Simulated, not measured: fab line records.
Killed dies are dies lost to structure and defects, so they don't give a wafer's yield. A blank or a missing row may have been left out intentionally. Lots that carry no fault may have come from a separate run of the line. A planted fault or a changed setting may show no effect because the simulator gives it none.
fab line records	flow nand-harc
record lots=11	wafers=33	last-day=33
route steps=1302 shown A_BONDPAD@1227 THIN_TSV@1261 END@1302
lots that met no fault: taken from a fault-free run of the same line
start-h: hours from the record's opening day to when the first of the lot's shown wafers began	wait-h: how many hours have passed since the lot's step before this one	" as in the row above	L1.1+2: a single row standing in for several wafers	- no value, or no start was given	* or withheld: withheld	< > ~ a bound
route shown NAME@n: a module of which the file shows steps, and the number in the route of the first	usual: mean/standard deviation of fault-free wafers	same: alike in all rows	chamber/n: place in a boat	sites: the reading at each site	_std_site: the standard deviation of these	_edge_site: the outer-site mean with the inner-site mean subtracted	radius-mm: how far each site lies from the wafer's centre	mask NAME#n: copy n	behind: the most recent tool/chamber to have shaped the wafer	hold: cause of the lot's hold/its duration in hours/its outcome	device: which transistor (n, p or np) failed to switch	end of line: at the end of the route, the tests of the same wafers	a step without rows: its recipe alone	killed: not the wafer's yield, but the dies lost to structure and defects at the first sort	map: shows each die of a wafer: x if killed, . if not, _ if none is there
set.NAME: the setting as run; set.NAME@STEP: as run at that earlier step	model.NAME: the simulator's own value behind a step, which no gauge read
one table for each step of the route and one row for each wafer, over a sample of lots
services: when a tool's chamber went out of use (start-h, in hours from the record's first day, below 0 if earlier), for how many hours, and the reason
## steps
# step NHARC_A_BONDPAD_PVD_17
# recipe target-thk-a=50	bias-v=168.6	power-w=15000	chamber-pressure-pa=0.12	time-s=8.06	substrate-temp-c=50	material=TaN
# usual cathode-dc-power-W=15000/3	throttle-valve-pct=29.7/1.1
lot.wafer	tool	chamber	start-h	wait-h	cathode-dc-power-W	throttle-valve-pct
L195.2	pvd-sputter-03	-	-	-	15002	28.4
L195.4	"	-	"	"	15001	29.9
L195.5	"	-	"	"	15003	28.4
L201.3	pvd-sputter-03	-	-	-	14998	29.4
L201.1	"	-	"	"	14996	28.5
L201.5	"	-	"	"	15007	29.3
L200.3	pvd-sputter-03	-	-	-	15004	31.0
L200.6	"	-	"	"	15008	28.2
L200.5	"	-	"	"	15002	29.3
L203.2	pvd-sputter-02	-	-	-	15000	28.3
L203.5	"	-	"	"	14999	28.7
L203.6	"	-	"	"	15001	29.2
L202.4	pvd-sputter-03	-	-	-	15002	29.3
L202.6	"	-	"	"	15001	28.2
L202.5	"	-	"	"	14994	29.3
L204.4	pvd-sputter-03	-	-	-	14998	31.0
L204.6	"	-	"	"	14997	30.6
L204.5	"	-	"	"	14998	30.9
L207.2	pvd-sputter-01	-	-	-	14994	32.0
L207.3	"	-	"	"	15001	29.4
L207.4	"	-	"	"	14997	29.6
L210.3	pvd-sputter-01	-	-	-	14998	29.2
L210.1	"	-	"	"	14999	29.5
L210.2	"	-	"	"	15002	32.0
L214.2	pvd-sputter-02	-	-	-	15000	29.2
L214.4	"	-	"	"	15004	29.5
L214.5	"	-	"	"	15000	29.4
L216.3	pvd-sputter-03	-	-	-	15000	29.6
L216.1	"	-	"	"	15002	30.2
L216.6	"	-	"	"	14994	27.8
L217.1	pvd-sputter-01	-	-	-	15003	31.9
L217.2	"	-	"	"	15001	29.6
L217.5	"	-	"	"	15001	32.0
# step NHARC_THIN_TSV_DESCUM_14
# recipe time-s=3	o2-flow-sccm=200	ar-flow-sccm=0	bias-power-w=0	chemistry=O2
# usual chamber-pressure-mTorr=60.00/0.056	drypump-motor-current-A=5.7/0.39	oes-product-au=0.996/0.0067	rf-vpp-V=57.9/0.82	showerhead-plenum-p-Torr=1.93/0.072	throttle-valve-pct=11.312/0.0093
lot.wafer	tool	chamber	start-h	wait-h	chamber-pressure-mTorr	drypump-motor-current-A	oes-product-au	rf-hours-counter-h	rf-vpp-V	showerhead-plenum-p-Torr	throttle-valve-pct
L195.2	rie-diel-10	2	555.61	-	60.02	6.3	0.992	5	57.1	1.79	11.297
L195.4	"	3	"	"	60.05	5.6	0.999	5	57.1	1.96	11.306
L195.5	"	0	"	"	59.95	5.5	0.986	-	57.9	1.87	11.313
L201.3	rie-diel-10	1	614.38	-	59.98	5.9	1.000	0	56.4	1.86	11.324
L201.1	"	2	"	"	59.99	6.3	1.006	0	57.5	1.79	11.307
L201.5	"	1	"	"	60.00	5.8	1.001	-	58.5	1.86	11.315
L200.3	rie-diel-10	0	618.95	-	59.96	5.6	0.996	1	58.1	1.87	11.305
L200.6	"	0	"	"	60.10	5.6	0.996	-	57.0	1.87	11.309
L200.5	"	1	"	"	59.94	5.8	1.006	-	58.0	1.86	11.310
L203.2	rie-diel-10	0	635.10	-	59.93	5.6	1.003	1	57.7	1.87	11.326
L203.5	"	2	"	"	60.01	6.3	0.988	-	57.9	1.79	11.298
L203.6	"	3	"	"	59.91	5.6	0.993	-	57.4	1.95	11.312
L202.4	rie-diel-02	1	643.16	-	59.97	5.1	0.998	3	58.2	2.02	11.303
L202.6	"	0	"	"	59.96	5.8	0.991	-	58.6	1.91	11.318
L202.5	"	1	"	"	60.03	5.0	0.994	-	58.9	2.02	11.307
L204.4	rie-diel-10	0	669.65	-	59.95	5.6	0.996	3	57.9	1.86	11.320
L204.5	"	1	"	"	60.04	5.8	1.012	-	58.9	1.86	11.310
L204.6	"	2	"	"	60.07	6.3	1.001	-	56.5	1.79	11.306
L207.3	rie-diel-10	0	676.90	-	60.10	5.6	0.997	4	58.5	1.86	11.309
L207.2	"	1	"	"	59.98	5.9	1.009	4	56.8	1.86	11.305
L207.4	"	3	"	"	59.93	5.6	0.988	-	56.5	1.95	11.305
L210.3	rie-diel-05	3	725.95	-	59.96	5.4	1.000	8	58.4	1.93	11.343
L210.1	"	0	"	"	59.97	5.7	0.992	7	57.4	1.99	11.307
L210.2	"	2	"	"	60.02	5.6	0.999	8	57.8	2.00	11.317
L214.4	rie-diel-02	3	769.44	-	60.07	6.3	0.996	1	58.7	2.05	11.297
L214.2	"	1	"	"	60.01	5.1	0.988	0	58.4	2.02	11.320
L214.5	"	2	"	"	59.97	6.4	1.012	-	58.1	1.96	11.316
L216.3	rie-diel-10	0	770.96	-	60.01	5.5	1.004	8	58.0	1.86	11.303
L216.1	"	2	"	"	60.02	6.3	1.002	7	57.1	1.79	11.313
L216.6	"	0	"	"	60.14	5.6	0.993	-	58.5	1.86	11.302
L217.1	rie-diel-02	0	778.04	-	60.03	5.8	0.988	2	56.9	1.91	11.306
L217.2	"	2	"	"	59.97	6.4	1.003	2	56.8	1.96	11.303
L217.5	"	0	"	"	59.99	5.8	0.998	-	57.9	1.91	11.292
# step NHARC_THIN_TSV_ETCH_44
# recipe target-depth-a=15942	time-s=797.1	cf4-flow-sccm=150	o2-flow-sccm=10	ar-flow-sccm=0	rf-w=300	bias-w=800	chemistry=CF4/O2
# usual chamber-pressure-mTorr=30.001/0.027	drypump-motor-current-A=5.8/0.39	oes-product-au=0.998/0.0068	rf-vpp-V=795/4	showerhead-plenum-p-Torr=1.85/0.064	throttle-valve-pct=16.915/0.0087
lot.wafer	tool	chamber	start-h	wait-h	chamber-pressure-mTorr	drypump-motor-current-A	oes-product-au	rf-hours-counter-h	rf-vpp-V	showerhead-plenum-p-Torr	throttle-valve-pct
L195.4	rie-diel-10	0	555.74	0.1	30.001	5.6	0.992	5	793	1.79	16.912
L195.2	"	1	"	"	29.985	5.9	0.997	6	792	1.78	16.929
L195.5	"	0	"	"	30.026	5.6	1.004	-	790	1.79	16.918
L201.1	rie-diel-10	2	614.46	0.1	30.031	6.3	0.996	1	788	1.72	16.934
L201.3	"	1	"	"	29.984	5.9	1.012	1	790	1.78	16.909
L201.5	"	3	"	"	29.976	5.6	0.998	-	796	1.87	16.906
L200.3	rie-diel-10	3	619.13	0.2	30.036	5.6	1.007	1	796	1.87	16.909
L200.6	"	3	"	"	30.009	5.6	1.000	-	795	1.87	16.923
L200.5	"	0	"	"	29.998	5.5	0.996	-	793	1.79	16.909
L203.2	rie-diel-10	1	635.28	0.2	30.016	5.8	1.008	2	792	1.78	16.931
L203.5	"	3	"	"	30.006	5.6	0.998	-	796	1.87	16.912
L203.6	"	0	"	"	29.987	5.6	0.999	-	792	1.79	16.916
L202.4	rie-diel-02	3	643.29	0.1	29.988	6.3	0.995	2	802	1.95	16.911
L202.6	"	2	"	"	30.063	6.4	0.995	-	796	1.88	16.921
L202.5	"	3	"	"	30.001	6.2	0.995	-	800	1.95	16.928
L204.4	rie-diel-10	0	669.88	0.2	29.988	5.6	0.866	4	793	1.79	16.919
L204.6	"	1	"	"	29.957	5.8	1.012	-	792	1.78	16.919
L204.5	"	2	"	"	29.973	6.3	0.991	-	787	1.72	16.909
L207.3	rie-diel-10	3	677.07	0.2	30.008	5.6	1.001	5	797	1.87	16.911
L207.2	"	0	"	"	30.036	5.6	0.869	4	792	1.79	16.901
L207.4	"	1	"	"	29.978	5.8	1.011	-	791	1.78	16.916
L210.1	rie-diel-05	1	726.04	0.1	30.009	5.4	0.997	8	794	1.83	16.906
L210.2	"	2	"	"	30.008	5.6	0.994	8	799	1.91	16.914
L210.3	"	0	"	"	30.020	5.6	0.999	7	800	1.90	16.910
L214.2	rie-diel-02	3	769.63	0.2	29.992	6.3	0.999	1	802	1.95	16.929
L214.4	"	0	"	"	30.040	5.8	0.982	0	794	1.83	16.910
L214.5	"	1	"	"	30.020	5.0	0.998	-	800	1.93	16.904
L216.1	rie-diel-10	0	771.04	0.1	29.997	5.6	1.004	8	790	1.79	16.905
L216.3	"	3	"	"	29.983	5.6	0.991	9	796	1.87	16.905
L216.6	"	0	"	"	29.993	5.6	1.006	-	792	1.79	16.911
L217.1	rie-diel-02	2	778.12	0.1	30.060	6.4	1.001	2	796	1.88	16.916
L217.2	"	3	"	"	29.992	6.3	1.002	2	802	1.95	16.913
L217.5	"	2	"	"	29.986	6.4	0.995	-	797	1.88	16.911
# step NHARC_THIN_TSV_ANNEAL_52
# recipe temp-c=225	time-s=90
# usual anneal-temp-c-max=226.0/0.52	wafer_temp_C_max=226.3/0.47
lot.wafer	tool	chamber	start-h	wait-h	anneal-temp-c-max	wafer_temp_C_max
L195.2	rtp-anneal-02	0	559.47	0.7	226.6	225.7
L195.4	"	0	"	"	226.2	226.2
L195.5	"	0	"	"	226.4	226.0
L201.1	rtp-anneal-02	0	618.36	0.5	226.8	226.0
L201.3	"	0	"	"	226.8	225.8
L201.5	"	0	"	"	226.2	225.9
L200.3	rtp-anneal-02	0	623.32	0.4	227.0	225.9
L200.5	"	0	"	"	226.7	225.7
L200.6	"	0	"	"	226.3	226.1
L203.2	rtp-anneal-01	0	638.94	0.6	225.8	226.4
L203.5	"	0	"	"	225.6	226.7
L203.6	"	0	"	"	225.5	226.0
L202.4	rtp-anneal-02	0	647.28	0.6	226.6	225.9
L202.5	"	0	"	"	226.5	225.5
L202.6	"	0	"	"	226.3	226.6
L204.4	rtp-anneal-02	0	673.74	0.6	226.6	226.1
L204.5	"	0	"	"	226.6	225.9
L204.6	"	0	"	"	226.8	225.9
L207.2	rtp-anneal-01	0	680.87	0.6	225.6	226.7
L207.3	"	0	"	"	225.5	227.3
L207.4	"	0	"	"	225.7	226.9
L210.1	rtp-anneal-02	0	729.89	0.6	226.5	225.6
L210.2	"	0	"	"	226.8	225.7
L210.3	"	0	"	"	227.0	225.5
L214.2	rtp-anneal-01	0	773.74	0.7	225.6	226.2
L214.4	"	0	"	"	225.6	226.7
L214.5	"	0	"	"	225.5	226.3
L216.1	rtp-anneal-01	0	774.99	0.6	225.6	226.8
L216.3	"	0	"	"	225.8	226.4
L216.6	"	0	"	"	225.2	227.0
L217.1	rtp-anneal-01	0	781.91	0.5	225.5	227.0
L217.2	"	0	"	"	225.6	226.6
L217.5	"	0	"	"	225.5	226.8
# step NHARC_END_SORT_01
# recipe temp-c=25
# usual defect-limited-yield=90.7/2.6	killed-at-array=59/17	killed-at-other=0.7/0.9	killed-at-periphery=3.6/2.3	killed-dies=63/18	killed-open=3.4/1.9	killed-short=2.6/1.7
# same gross-dies=677
lot.wafer	tool	chamber	start-h	wait-h	defect-limited-yield[%]	killed-at-array	killed-at-other	killed-at-periphery	killed-dies	killed-open	killed-short
L203.2	prober-02	0	652.99	2.8	93.5	40	1	3	44	2	1
L203.5	prober-02	0	655.36	3.7	94.2	33	3	3	39	5	3
L203.6	prober-02	0	656.15	4.0	94.5	33	1	3	37	3	2
L204.4	prober-02	0	685.11	3.4	0.1	33	640	3	676	0	1
L204.5	prober-02	0	685.91	3.7	94.2	39	0	0	39	4	2
L204.6	prober-02	0	686.71	4.0	93.1	44	0	3	47	9	2
L207.2	prober-02	0	692.57	2.8	0.1	70	603	3	676	5	2
L207.3	prober-02	0	693.36	3.1	87.1	79	1	7	87	5	2
L207.4	prober-02	0	694.16	3.4	88.2	71	0	9	80	3	5
# killed by level:class
L203.2 A_CHANNEL_HOLE_D2:chamber-film-flake=19 A_CHANNEL_HOLE_D1:chamber-film-flake=7 A_STAIRCASE:chamber-film-flake=6 A_CONTACT:chamber-film-flake=2 A_CHANNEL_FILL_D1:geometric-particle:open=1 A_ONON_D2:geometric-particle:open=1 A_ONON_D2:geometric-particle:short=1 P_STI:chamber-film-flake=1
L203.5 A_CHANNEL_HOLE_D2:chamber-film-flake=12 A_CONTACT:chamber-film-flake=5 A_CHANNEL_HOLE_D1:chamber-film-flake=3 A_STAIRCASE:chamber-film-flake=3 THIN_TSV:chamber-film-flake=3 A_SLIT:chamber-film-flake=2 P_M0:geometric-particle:short=1 A_CHANNEL_FILL_D1:geometric-particle:open=1
L203.6 A_CHANNEL_HOLE_D2:chamber-film-flake=14 A_CHANNEL_HOLE_D1:chamber-film-flake=5 A_CONTACT:chamber-film-flake=4 P_ZERO_WELL:chamber-film-flake=3 A_CHANNEL_FILL_D2:geometric-particle:open=2 A_STAIRCASE:chamber-film-flake=2 A_STAIRCASE:geometric-particle:short=1 A_WL_FILL:geometric-particle:open=1
L204.4 THIN_TSV:area-etch=640 A_CHANNEL_HOLE_D2:chamber-film-flake=14 A_CONTACT:chamber-film-flake=8 A_SLIT:chamber-film-flake=4 A_CHANNEL_HOLE_D1:chamber-film-flake=3 P_ZERO_WELL:chamber-film-flake=2 A_CHANNEL_FILL_D2:geometric-particle:short=1 P_GATE:chamber-film-flake=1
L204.5 A_CHANNEL_HOLE_D2:chamber-film-flake=16 A_CHANNEL_HOLE_D1:chamber-film-flake=5 A_CHANNEL_FILL_D2:chamber-film-flake=3 A_CONTACT:chamber-film-flake=3 A_SLIT:chamber-film-flake=2 A_ONON_D2:geometric-particle:open=1 A_SOURCE_PLATE:geometric-particle:open=1 A_SOURCE_PLATE:geometric-particle:short=1
L204.6 A_CHANNEL_HOLE_D2:chamber-film-flake=17 A_CHANNEL_HOLE_D1:chamber-film-flake=7 A_CONTACT:chamber-film-flake=5 A_STAIRCASE:chamber-film-flake=4 P_M0:geometric-particle:open=2 A_ONON_D2:geometric-particle:open=2 A_WL_FILL:geometric-particle:open=2 A_SLIT:chamber-film-flake=2
L207.2 THIN_TSV:area-etch=603 A_CHANNEL_HOLE_D1:chamber-film-flake=35 A_CHANNEL_HOLE_D2:chamber-film-flake=20 A_STAIRCASE:chamber-film-flake=5 A_CONTACT:chamber-film-flake=4 A_CHANNEL_FILL_D1:geometric-particle:short=2 P_GATE:geometric-particle:open=1 P_M1:geometric-particle:open=1
L207.3 A_CHANNEL_HOLE_D1:chamber-film-flake=36 A_CHANNEL_HOLE_D2:chamber-film-flake=21 A_STAIRCASE:chamber-film-flake=5 A_WL_FILL:chamber-film-flake=5 P_STI:chamber-film-flake=3 A_CONTACT:chamber-film-flake=3 A_CONTACT:geometric-particle:open=2 A_CHANNEL_FILL_D2:chamber-film-flake=2
L207.4 A_CHANNEL_HOLE_D1:chamber-film-flake=31 A_CHANNEL_HOLE_D2:chamber-film-flake=17 A_STAIRCASE:chamber-film-flake=8 A_CONTACT:chamber-film-flake=6 A_WL_FILL:chamber-film-flake=4 P_CONTACT:geometric-particle:short=2 P_M0:geometric-particle:open=2 A_WL_FILL:geometric-particle:short=2
## services
tool	chamber	start-h	hours	kind
rie-diel-10	3	521.30	9.5	repair
rie-diel-02	2	529.10	2.8	repair
rie-diel-10	2	534.59	5.0	repair
rie-diel-05	2	540.92	19.4	repair
pvd-sputter-03	-	557.91	10.0	pm
rie-diel-05	0	571.34	4.4	repair
rie-diel-02	-	571.36	9.0	pm
rie-diel-10	3	574.85	7.8	repair
rie-diel-02	3	589.68	8.4	repair
pvd-sputter-01	-	590.74	10.0	pm
rie-diel-10	-	596.50	9.0	pm
rie-diel-02	-	658.79	7.2	repair
pvd-sputter-03	-	663.78	3.1	repair
pvd-sputter-03	-	668.05	2.3	repair
rie-diel-10	2	675.40	12.7	repair
pvd-sputter-01	-	692.01	0.8	repair
rie-diel-02	-	712.04	0.3	repair
pvd-sputter-01	-	718.81	1.5	repair
pvd-sputter-03	-	735.91	10.0	pm
rtp-anneal-02	-	744.00	12.0	pm
rie-diel-02	-	748.36	9.0	pm
pvd-sputter-01	-	768.78	10.0	pm
rie-diel-10	-	773.50	9.0	pm
rie-diel-02	2	779.01	1.3	repair
## key
first-sign step=NHARC_THIN_TSV_ETCH_44	reading=oes-product-au	direction=down	sigmas=19	usual=0.998	struck=0.868
effect step=NHARC_END_SORT_01	reading=killed-at-other	direction=up	sigmas=99+	usual=0.7	struck=621.5
more-kills-born-at NHARC_THIN_TSV_ETCH_44@rie-diel-10=1243
met-at NHARC_THIN_TSV_ETCH_44
struck-lots L204,L207
struck-wafers L204.4,L207.2
later-rows-left-out L204.4,L207.2
not-acting-at NHARC_A_BONDPAD_PVD_17,NHARC_THIN_TSV_DESCUM_14,NHARC_THIN_TSV_ANNEAL_52
onset-between 635.28 669.88
fault kind=process-parameter-drift	tool=rie-diel-10	chamber=0	onset-h=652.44	steps=NHARC_THIN_TSV_ETCH_44	channel=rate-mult	offset=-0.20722	shape=step	end-h=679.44
# later-rows-left-out: the simulator's readings of these wafers behind a module that went badly wrong aren't trusted and aren't shown, but for the sort
